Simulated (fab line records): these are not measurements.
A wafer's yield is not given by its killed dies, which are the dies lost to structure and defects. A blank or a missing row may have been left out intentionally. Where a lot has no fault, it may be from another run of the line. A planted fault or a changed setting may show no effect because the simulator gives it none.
A lot that was struck, set against a sound lot | flow nand harc | 15 steps out of a route of 1159
Sound: wafers L454.2, L454.5, L454.6. Wafers struck: L453.1, L453.3, L453.5. The cause is named last.
Per side, at each step with rows, come the tool, then ch with its chambers, and then its first start. Under that, the readings that differ: sound wafers | struck wafers | difference of the means | sigmas: that difference in standard deviations of wafers without a fault.
alike: words and numbers the same on both sides, and readings whose means are apart by under 2 such deviations; not compared: readings that were withheld, readings missing a value for some wafer, numbers with overlapping values and no deviation given by the record, and bounds like >300 which may hide the same value.
A row with sigmas, a row that says differs or no value, or rows on one side alone: a step with any of these is where the two part. Numbers that don't overlap but have no deviation are shown without sigmas and don't part them. A reading missing from all wafers of one side parts the sides only when that side holds two or more wafers.

NHARC_THIN_TSV_DEP_43: deposits SiO2, target thk 1328.5 nm.
  sound on pecvd-03 ch 0,1,2, day 21 20:37; struck on pecvd-03 ch 0,1,2, day 21 22:04
  alike: mfc precursor sccm, throttle valve pct
then, 8 steps without rows for these wafers: NHARC_THIN_TSV_DEHYDRATE_04 (time 120 s); NHARC_THIN_TSV_HMDS_05 (time 30 s); NHARC_THIN_TSV_COAT_06; NHARC_THIN_TSV_SOFTBAKE_07 (time 95 s); NHARC_THIN_TSV_EBR_08; NHARC_THIN_TSV_EXPOSE_09 (exposes mask TSV); NHARC_THIN_TSV_PEB_10 (peb time 85 s); NHARC_THIN_TSV_DEVELOP_11 (time 70 s).
NHARC_THIN_TSV_CD_MEAS_12 targets a cd of 1000 nm.
  sound on cd sem-03 ch 0, day 21 21:24; struck on cd sem-03 ch 0, day 21 22:55
  alike: cd nm
then, 1 step without rows for these wafers: NHARC_THIN_TSV_HARDBAKE_13 (time 80 s).
NHARC_THIN_TSV_DESCUM_14: chemistry O2, time 3 s.
  sound on rie diel-09 ch 0,1, day 21 21:34; struck on rie diel-09 ch 1,2,3, day 21 23:05
  alike: chamber pressure mTorr, drypump motor current A, oes product au, rf vpp V, showerhead plenum p Torr, throttle valve pct
  not compared: rf hours counter h
NHARC_THIN_TSV_ETCH_44: etches the open film in CF4/O2, target depth 1594.2 nm, time 797.1 s.
  sound on rie diel-09 ch 0,2,3, day 21 21:45; struck on rie diel-09 ch 0,1,3, day 21 23:10
  no value came back on the struck wafers for any of 9 readings (bias w (W), cf4 flow sccm (sccm) and others); on the sound wafers bias w (W) reads 799.3 799.6 797.4
  not compared: rf hours counter h
NHARC_THIN_TSV_ETCH_15: target depth 3000 nm, bosch target overetch cycles 2, bosch etch step 2.8 s.
  sound on rie si-06 ch 0,1,2, day 21 22:15; struck on rie si-04 ch 0,1,3, day 21 23:46
  alike: drypump motor current A
  not compared: rf hours counter h
NHARC_END_SORT_01:
  sound on prober-02 ch 0, day 23 09:31; struck on prober-02 ch 0, day 23 16:36
  reading                  | sound          | struck         | difference | sigmas
  defect limited yield (%) | 96.2 95.0 97.0 | 0 0 0          | -96        | -60
  killed at other          | 0 0 0          | 654 662 660    | +659       | +99 or more
  killed dies              | 26 34 20       | 677 677 677    | +650       | +59
  sort_bin_2_pct (%)       | 1.5 1.0 0.7    | 97.5 98.4 98.2 | +97.0      | +99 or more
  sort n pass              | 651 643 657    | 0 0 0          | -650       | -59
  sort rim yield pct (%)   | 98 98 92       | 0 0 0          | -96        | -28
  sort yield pct (%)       | 96.2 95.0 97.0 | 0 0 0          | -96        | -60
  alike: killed at array, killed at periphery, killed open, killed short, sort_bin_3_pct, sort_bin_4_pct

WHERE THEY PART
At NHARC_THIN_TSV_ETCH_44 first; at NHARC_END_SORT_01 last (within this record only).

WHY: whatever the simulator had introduced
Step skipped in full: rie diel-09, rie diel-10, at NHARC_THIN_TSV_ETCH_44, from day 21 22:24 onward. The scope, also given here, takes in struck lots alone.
